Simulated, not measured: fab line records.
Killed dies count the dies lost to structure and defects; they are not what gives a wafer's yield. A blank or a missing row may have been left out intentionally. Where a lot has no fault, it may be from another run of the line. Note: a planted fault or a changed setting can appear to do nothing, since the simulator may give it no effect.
Which tool did it? -- flow nand_harc -- Sampling: 23 lots, 69 wafers, 6 of 1159 route steps

WHAT THE GAUGES SHOWED, per wafer
NHARC_A_M0_THK_MEAS_24: measures by xrf. Usual: thk_nm 113.9 nm, standard deviation 1.5.
lot,measured,on,thk_nm (nm),flag
L076,day 17 23:01,film_metro-02,115.6 116.6 113.9,
L074,day 18 02:39,film_metro-02,114.8 113.4 113.5,
L075,day 18 03:26,film_metro-02,113.5 115.1 112.1,
L077,day 18 07:24,film_metro-02,111.1 112.9 114.2,
L078,day 18 07:39,film_metro-02,114.6 113.3 114.6,
L079,day 19 00:29,film_metro-02,110.1 112.5 114.1,
L081,day 19 00:58,film_metro-02,114.7 112.0 112.4,
L082,day 19 20:34,film_metro-02,114.2 113.8 114.5,
L083,day 19 21:22,film_metro-02,113.9 115.2 116.0,
L084,day 19 23:19,film_metro-02,113.1 112.8 114.0,
L087,day 20 10:22,film_metro-01,114.3 115.6 112.4,
L088,day 20 23:12,film_metro-02,114.0 113.6 114.7,
L086,day 21 01:44,film_metro-01,112.4 111.6 115.0,
L089,day 21 03:02,film_metro-02,114.3 114.9 112.5,
L085,day 21 03:31,film_metro-02,113.5 112.7 113.4,
L092,day 21 17:28,film_metro-01,112.6 114.3 111.9,
L091,day 22 02:01,film_metro-01,115.6 116.2 114.4,
L090,day 22 09:55,film_metro-01,115.8 116.5 113.1,
L093,day 22 10:46,film_metro-01,114.8 114.6 116.2,
L097,day 22 22:51,film_metro-02,116.6 117.2 115.6,
L095,day 22 23:25,film_metro-01,115.1 115.9 115.6,
L096,day 23 11:38,film_metro-01,113.2 114.9 112.8,
L094,day 23 15:06,film_metro-01,114.2 114.3 116.3,

NHARC_A_M1_THK_MEAS_24: measures by xrf. Usual: thk_nm 154.4 nm, standard deviation 1.3.
lot,measured,on,thk_nm (nm),flag
L076,day 18 04:49,film_metro-01,154.8 154.9 153.9,
L074,day 18 07:01,film_metro-02,154.3 154.3 154.5,
L075,day 18 08:19,film_metro-02,154.4 155.2 153.0,
L077,day 18 11:37,film_metro-02,153.7 154.1 155.0,
L078,day 18 12:07,film_metro-01,154.7 152.7 156.0,
L079,day 19 04:34,film_metro-02,155.0 153.2 154.6,
L081,day 19 05:09,film_metro-02,154.9 154.2 152.8,
L082,day 20 01:08,film_metro-02,154.1 154.5 153.8,
L083,day 20 01:31,film_metro-02,153.5 154.1 156.3,
L084,day 20 03:29,film_metro-02,154.0 153.7 155.9,
L087,day 20 14:30,film_metro-01,155.5 156.5 155.6,
L088,day 21 03:29,film_metro-01,154.8 153.3 154.3,
L086,day 21 05:47,film_metro-01,154.1 154.3 154.1,
L089,day 21 07:35,film_metro-02,154.0 156.0 153.6,
L085,day 21 08:38,film_metro-02,155.4 150.8 154.5,
L092,day 21 21:33,film_metro-01,154.9 154.4 156.5,
L091,day 22 06:10,film_metro-02,158.4 154.5 154.8,
L090,day 22 14:07,film_metro-02,153.8 153.4 154.3,
L093,day 22 14:58,film_metro-02,152.9 154.4 153.3,
L097,day 23 03:07,film_metro-02,157.8 154.7 153.0,
L095,day 23 03:28,film_metro-01,152.5 154.9 154.5,
L096,day 23 15:47,film_metro-01,153.8 153.8 153.5,
L094,day 23 19:08,film_metro-01,155.9 156.1 154.6,

WHICH TOOL RAN EACH LOT (tool, then ch and the chambers of the sampled wafers, then the start)
lot,NHARC_A_BLC_ETCH_18,NHARC_A_BLC_STRIP_29,NHARC_A_M0_DESCUM_14,NHARC_A_M1_ETCH_28
L076,"rie_diel-07 ch 0,2, day 17 15:02 or earlier","rie_diel-07 ch 0,1,3, day 17 15:02","rie_diel-10 ch 1,2,3, day 17 20:37","rie_diel-01 ch 0,2,3, day 18 04:49 or earlier"
L074,"rie_diel-06 ch 1,2, day 17 16:58 or earlier","rie_diel-07 ch 0,2,3, day 17 16:58","rie_diel-04 ch 0,2,3, day 18 00:16","rie_diel-01 ch 1,2,3, day 18 07:01 or earlier"
L075,"rie_diel-11 ch 0,3, day 17 17:49 or earlier","rie_diel-11 ch 0,3, day 17 17:49","rie_diel-04 ch 0,1,2, day 18 01:08","rie_diel-01 ch 0,1, day 18 08:19 or earlier"
L077,"rie_diel-07 ch 0,1,3, day 17 19:56 or earlier","rie_diel-07 ch 1,2,3, day 17 19:56","rie_diel-09 ch 2,3, day 18 05:01","rie_diel-12 ch 0,1,3, day 18 11:37 or earlier"
L078,"rie_diel-11 ch 0,2,3, day 17 20:52 or earlier","rie_diel-11 ch 0,2,3, day 17 20:52","rie_diel-04 ch 0,1,2, day 18 05:11","rie_diel-12 ch 0,1, day 18 12:07 or earlier"
L079,"rie_diel-07 ch 1,3, day 18 17:06 or earlier","rie_diel-11 ch 0,2,3, day 18 17:06","rie_diel-10 ch 1,2, day 18 22:03","rie_diel-12 ch 0,1, day 19 04:34 or earlier"
L081,"rie_diel-07 ch 1,2,3, day 18 18:22 or earlier","rie_diel-11 ch 0,1,2, day 18 18:22","rie_diel-10 ch 0,1,2, day 18 22:38","rie_diel-12 ch 1,2,3, day 19 05:09 or earlier"
L082,"rie_diel-07 ch 1,2,3, day 19 15:19 or earlier","rie_diel-07 ch 1,2, day 19 15:19","rie_diel-10 ch 0,2,3, day 19 18:16","rie_diel-08 ch 0,2,3, day 20 01:08 or earlier"
L083,"rie_diel-11 ch 1,2, day 19 15:52 or earlier","rie_diel-07 ch 2,3, day 19 15:52","rie_diel-04 ch 0,1, day 19 19:01","rie_diel-01 ch 1,2,3, day 20 01:31 or earlier"
L084,"rie_diel-06 ch 0,1,2, day 19 17:52 or earlier","rie_diel-11 ch 0,1, day 19 17:52","rie_diel-04 ch 1,3, day 19 20:53","rie_diel-01 ch 0,1, day 20 03:29 or earlier"
L087,"rie_diel-07 ch 2,3, day 19 22:40 or earlier","rie_diel-07 ch 0,1,2, day 19 22:40","rie_diel-09 ch 1,2,3, day 20 08:03","rie_diel-08 ch 1,3, day 20 14:30 or earlier"
L088,"rie_diel-06 ch 0,2, day 20 10:00 or earlier","rie_diel-07 ch 0,1,2, day 20 10:00","rie_diel-10 ch 0,1,3, day 20 20:40","rie_diel-12 ch 0,1,3, day 21 03:29 or earlier"
L086,"rie_diel-07 ch 0,2,3, day 20 20:26 or earlier","rie_diel-07 ch 0,2, day 20 20:26","rie_diel-04 ch 1,3, day 20 23:26","rie_diel-01 ch 0,3, day 21 05:47 or earlier"
L089,"rie_diel-06 ch 0,1,2, day 20 21:48 or earlier","rie_diel-06 ch 0,1,2, day 20 21:48","rie_diel-09 ch 0,1,3, day 21 00:44","rie_diel-01 ch 0,1,2, day 21 07:35 or earlier"
L085,"rie_diel-07 ch 1,3, day 20 21:53 or earlier","rie_diel-11 ch 0,1,3, day 20 21:53","rie_diel-10 ch 2,3, day 21 01:10","rie_diel-12 ch 2,3, day 21 08:38 or earlier"
L092,"rie_diel-07 ch 1,2, day 21 04:41 or earlier","rie_diel-07 ch 0,1,2, day 21 04:41","rie_diel-09 ch 0,1,3, day 21 15:05","rie_diel-12 ch 2,3, day 21 21:33 or earlier"
L091,"rie_diel-11 ch 0,2, day 21 16:24 or earlier","rie_diel-07 ch 1,2, day 21 16:24","rie_diel-04 ch 0,1,2, day 21 23:26","rie_diel-12 ch 1,2,3, day 22 06:10 or earlier"
L090,"rie_diel-07 ch 2,3, day 21 21:28 or earlier","rie_diel-11 ch 0,2,3, day 21 21:28","rie_diel-09 ch 0,2, day 22 07:34","rie_diel-01 ch 0,2, day 22 14:07 or earlier"
L093,"rie_diel-07 ch 1,2,3, day 22 00:53 or earlier","rie_diel-07 ch 0,2,3, day 22 00:53","rie_diel-09 ch 1,3, day 22 08:25","rie_diel-01 ch 0,2, day 22 14:58 or earlier"
L097,"rie_diel-11 ch 1,3, day 22 17:31 or earlier","rie_diel-11 ch 0,2,3, day 22 17:31","rie_diel-04 ch 2,3, day 22 20:30","rie_diel-01 ch 2,3, day 23 03:07 or earlier"
L095,"rie_diel-07 ch 1,2,3, day 22 17:40 or earlier","rie_diel-07 ch 0,1,3, day 22 17:40","rie_diel-09 ch 0,1,3, day 22 20:57","rie_diel-08 ch 2,3, day 23 03:28 or earlier"
L096,"rie_diel-11 ch 0,2,3, day 23 01:04 or earlier","rie_diel-07 ch 0,2, day 23 01:04","rie_diel-09 ch 0,2,3, day 23 08:53","rie_diel-08 ch 0,2,3, day 23 15:47 or earlier"
L094,"rie_diel-07 ch 0,1,3, day 23 06:16 or earlier","rie_diel-07 ch 2,3, day 23 06:16","rie_diel-04 ch 0,2,3, day 23 12:47","rie_diel-12 ch 0,1,2, day 23 19:08 or earlier"
- NHARC_A_BLC_ETCH_18: etches the open film in C4F8/O2/Ar, target depth 910 nm.
- NHARC_A_BLC_STRIP_29: strips in CF4.
- NHARC_A_M0_DESCUM_14: chemistry O2, time 3 s.
- NHARC_A_M1_ETCH_28: etches the open film in CF4/N2, target depth 30 nm, time 72.99 s.

WHAT THE TOOLS THEMSELVES READ (means of the sampled wafers that have a number; where no wafer has one, the mark that the record gives instead)
NHARC_A_BLC_ETCH_18. Usual: oes_product_au 0.956 a.u., standard deviation 0.021; rf_vpp_V 978 V, standard deviation 5.1.
lot,tool,oes_product_au (a.u.),rf_vpp_V (V),flag
L076,rie_diel-07,0.930,976,
L074,rie_diel-06,0.928,985,
L075,rie_diel-11,0.909,974,
L077,rie_diel-07,0.963,978,
L078,rie_diel-11,0.953,977,
L079,rie_diel-07,0.971,977,
L081,rie_diel-07,0.958,975,
L082,rie_diel-07,0.971,975,
L083,rie_diel-11,0.968,980,
L084,rie_diel-06,0.952,981,
L087,rie_diel-07,0.976,979,
L088,rie_diel-06,0.959,983,
L086,rie_diel-07,0.966,980,
L089,rie_diel-06,0.939,980,
L085,rie_diel-07,0.985,977,
L092,rie_diel-07,0.994,972,
L091,rie_diel-11,0.962,978,
L090,rie_diel-07,0.963,976,
L093,rie_diel-07,0.971,975,
L097,rie_diel-11,0.968,980,
L095,rie_diel-07,0.973,975,
L096,rie_diel-11,0.918,978,
L094,rie_diel-07,0.935,979,

NHARC_A_BLC_STRIP_29. Usual: cf4_flow_sccm 149.9 sccm (standard deviation 0.42); drypump_motor_current_A 5.6 A (standard deviation 0.51); mfc_ar_sccm 0.008 sccm (standard deviation 0.0074); oes_product_au 1.000 a.u. (standard deviation 0.011); rf_vpp_V 59.4 V (standard deviation 0.89); showerhead_plenum_p_Torr 1.76 Torr (standard deviation 0.06); throttle_valve_pct 13.282 % (standard deviation 0.0094).
lot,tool,cf4_flow_sccm (sccm),drypump_motor_current_A (A),mfc_ar_sccm (sccm),oes_product_au (a.u.),rf_vpp_V (V),showerhead_plenum_p_Torr (Torr),throttle_valve_pct (%),flag
L076,rie_diel-07,150.1,5.5,0.005,1.003,59.8,1.77,13.292,
L074,rie_diel-07,150.1,5.6,0.010,1.005,59.0,1.78,13.276,
L075,rie_diel-11,149.8,6.3,0.017,0.985,59.0,1.71,13.292,
L077,rie_diel-07,149.8,5.2,0.006,1.017,59.3,1.73,13.280,
L078,rie_diel-11,149.8,6.1,0.009,0.990,58.8,1.76,13.278,
L079,rie_diel-11,149.9,6.0,0.009,0.994,60.5,1.76,13.279,
L081,rie_diel-11,150.2,6.0,0.011,0.996,59.4,1.76,13.290,
L082,rie_diel-07,149.7,5.2,0.009,1.009,59.2,1.71,13.294,
L083,rie_diel-07,150.0,5.3,0.007,1.009,59.2,1.77,13.281,
L084,rie_diel-11,149.5,6.3,0.019,0.990,58.9,1.71,13.289,
L087,rie_diel-07,149.8,5.6,0.009,0.999,59.1,1.75,13.279,
L088,rie_diel-07,150.1,5.5,0.009,1.003,59.2,1.75,13.285,
L086,rie_diel-07,149.8,6.0,0.013,0.999,58.8,1.80,13.283,
L089,rie_diel-06,150.0,5.5,0.006,1.011,59.3,1.78,13.283,
L085,rie_diel-11,150.2,6.0,0.013,1.001,59.9,1.75,13.272,
L092,rie_diel-07,149.8,5.5,0.009,0.996,58.9,1.75,13.284,
L091,rie_diel-07,149.4,5.1,0.005,1.014,58.7,1.69,13.288,
L090,rie_diel-11,150.1,6.1,0.009,0.994,59.3,1.76,13.283,
L093,rie_diel-07,150.2,5.7,0.010,0.999,59.3,1.78,13.291,
L097,rie_diel-11,150.3,6.0,0.009,0.996,59.6,1.76,13.278,
L095,rie_diel-07,149.9,5.5,0.005,0.999,59.2,1.77,13.280,
L096,rie_diel-07,150.0,6.0,0.013,1.002,59.3,1.80,13.283,
L094,rie_diel-07,150.0,5.3,0.010,0.991,59.4,1.74,13.290,

NHARC_A_M0_DESCUM_14. Usual: drypump_motor_current_A 5.67 A, standard deviation 0.3; mfc_ar_sccm 0.010 sccm, standard deviation 0.011; oes_product_au 1.001 a.u., standard deviation 0.0089; rf_vpp_V 57.8 V, standard deviation 0.99; showerhead_plenum_p_Torr 1.90 Torr, standard deviation 0.082; throttle_valve_pct 11.313 %, standard deviation 0.0097.
lot,tool,drypump_motor_current_A (A),mfc_ar_sccm (sccm),oes_product_au (a.u.),rf_vpp_V (V),showerhead_plenum_p_Torr (Torr),throttle_valve_pct (%),flag
L076,rie_diel-10,5.44,0.004,1.000,58.7,1.91,11.314,
L074,rie_diel-04,5.56,0.003,0.997,58.7,1.84,11.303,
L075,rie_diel-04,5.81,0.011,1.009,58.0,1.88,11.317,
L077,rie_diel-09,6.01,0.017,1.001,58.3,1.95,11.313,
L078,rie_diel-04,5.82,0.011,1.008,57.0,1.88,11.323,
L079,rie_diel-10,5.40,0.006,0.994,56.7,1.90,11.310,
L081,rie_diel-10,5.33,0.004,1.007,58.1,1.97,11.311,
L082,rie_diel-10,5.41,0.005,1.006,57.3,1.90,11.314,
L083,rie_diel-04,6.00,0.022,1.007,57.3,1.90,11.305,
L084,rie_diel-04,5.90,0.025,1.001,57.5,1.88,11.324,
L087,rie_diel-09,5.93,0.010,1.002,58.0,1.90,11.309,
L088,rie_diel-10,5.40,0.002,0.996,57.0,1.98,11.307,
L086,rie_diel-04,5.62,0.017,0.988,57.9,1.84,11.308,
L089,rie_diel-09,5.72,0.017,1.000,58.4,1.94,11.309,
L085,rie_diel-10,5.45,0.007,0.999,57.4,1.83,11.315,
L092,rie_diel-09,5.72,0.017,1.005,58.1,1.94,11.312,
L091,rie_diel-04,5.78,0.011,1.005,57.6,1.88,11.296,
L090,rie_diel-09,5.75,0.013,0.995,57.7,1.92,11.307,
L093,rie_diel-09,5.80,0.012,1.007,57.5,1.91,11.313,
L097,rie_diel-04,5.49,0.003,1.004,57.5,1.83,11.305,
L095,rie_diel-09,5.70,0.017,0.990,58.6,1.94,11.315,
L096,rie_diel-09,5.88,0.015,1.003,57.6,1.93,11.317,
L094,rie_diel-04,5.56,0.003,0.996,57.4,1.83,11.307,

NHARC_A_M1_ETCH_28. Usual: cf4_flow_sccm 49.98 sccm (standard deviation 0.16); drypump_motor_current_A 5.6 A (standard deviation 0.39); mfc_ar_sccm 150.0 sccm (standard deviation 0.44); oes_product_au 1.001 a.u. (standard deviation 0.01); rf_vpp_V 314.6 V (standard deviation 2.2); showerhead_plenum_p_Torr 2.65 Torr (standard deviation 0.12); throttle_valve_pct 19.795 % (standard deviation 0.0097).
lot,tool,cf4_flow_sccm (sccm),drypump_motor_current_A (A),mfc_ar_sccm (sccm),oes_product_au (a.u.),rf_vpp_V (V),showerhead_plenum_p_Torr (Torr),throttle_valve_pct (%),flag
L076,rie_diel-01,49.93,5.5,149.7,0.999,313.9,2.62,19.787,
L074,rie_diel-01,50.02,5.7,150.3,1.001,313.0,2.56,19.797,
L075,rie_diel-01,49.97,5.8,149.6,1.001,314.3,2.61,19.800,
L077,rie_diel-12,49.81,5.6,150.0,1.004,315.8,2.72,19.792,
L078,rie_diel-12,50.18,5.3,150.1,1.009,316.2,2.72,19.794,
L079,rie_diel-12,49.93,5.3,149.7,1.007,315.8,2.72,19.808,
L081,rie_diel-12,49.85,5.6,150.3,0.999,316.4,2.77,19.799,
L082,rie_diel-08,49.96,5.9,150.0,1.002,314.8,2.64,19.794,
L083,rie_diel-01,49.89,5.7,149.7,0.996,313.0,2.55,19.784,
L084,rie_diel-01,49.90,5.6,150.1,1.005,315.6,2.67,19.783,
L087,rie_diel-08,49.95,5.5,150.0,0.997,315.7,2.72,19.800,
L088,rie_diel-12,49.88,5.6,150.0,0.999,315.3,2.72,19.792,
L086,rie_diel-01,49.79,5.6,149.9,1.007,313.9,2.65,19.793,
L089,rie_diel-01,50.04,5.5,149.7,1.003,314.0,2.64,19.797,
L085,rie_diel-12,49.94,5.7,150.1,1.002,315.9,2.73,19.794,
L092,rie_diel-12,49.97,5.8,150.6,0.991,316.2,2.76,19.806,
L091,rie_diel-12,50.13,5.6,149.5,0.999,316.5,2.77,19.787,
L090,rie_diel-01,50.04,5.2,150.3,0.999,316.3,2.70,19.797,
L093,rie_diel-01,49.91,5.1,149.6,0.997,315.5,2.67,19.796,
L097,rie_diel-01,50.04,5.7,150.0,1.002,313.2,2.53,19.802,
L095,rie_diel-08,50.00,6.0,149.6,1.005,312.8,2.56,19.786,
L096,rie_diel-08,49.96,5.9,150.1,0.996,314.4,2.64,19.794,
L094,rie_diel-12,49.91,5.5,149.6,1.003,315.4,2.68,19.807,

THE ANSWER, worked out from the rows above alone
Rule: a lot counts as off when the mean over its wafers that have a number is more than 3 standard deviations away from the usual mean. Also off: a lot with no number at a reading for which 4 or more lots have one. Any other lot the step has rows for is counted as sound. First the gauges in route order, then the tools' own readings, where a lot's mean is used as printed above. The first step at which some lot is off is used, and at that step the reading that is off furthest; a lot without a number counts as furthest.
Across all readings shown, no lot is off: no conclusion can be drawn from this.

WHAT THE SIMULATOR HAD INSERTED
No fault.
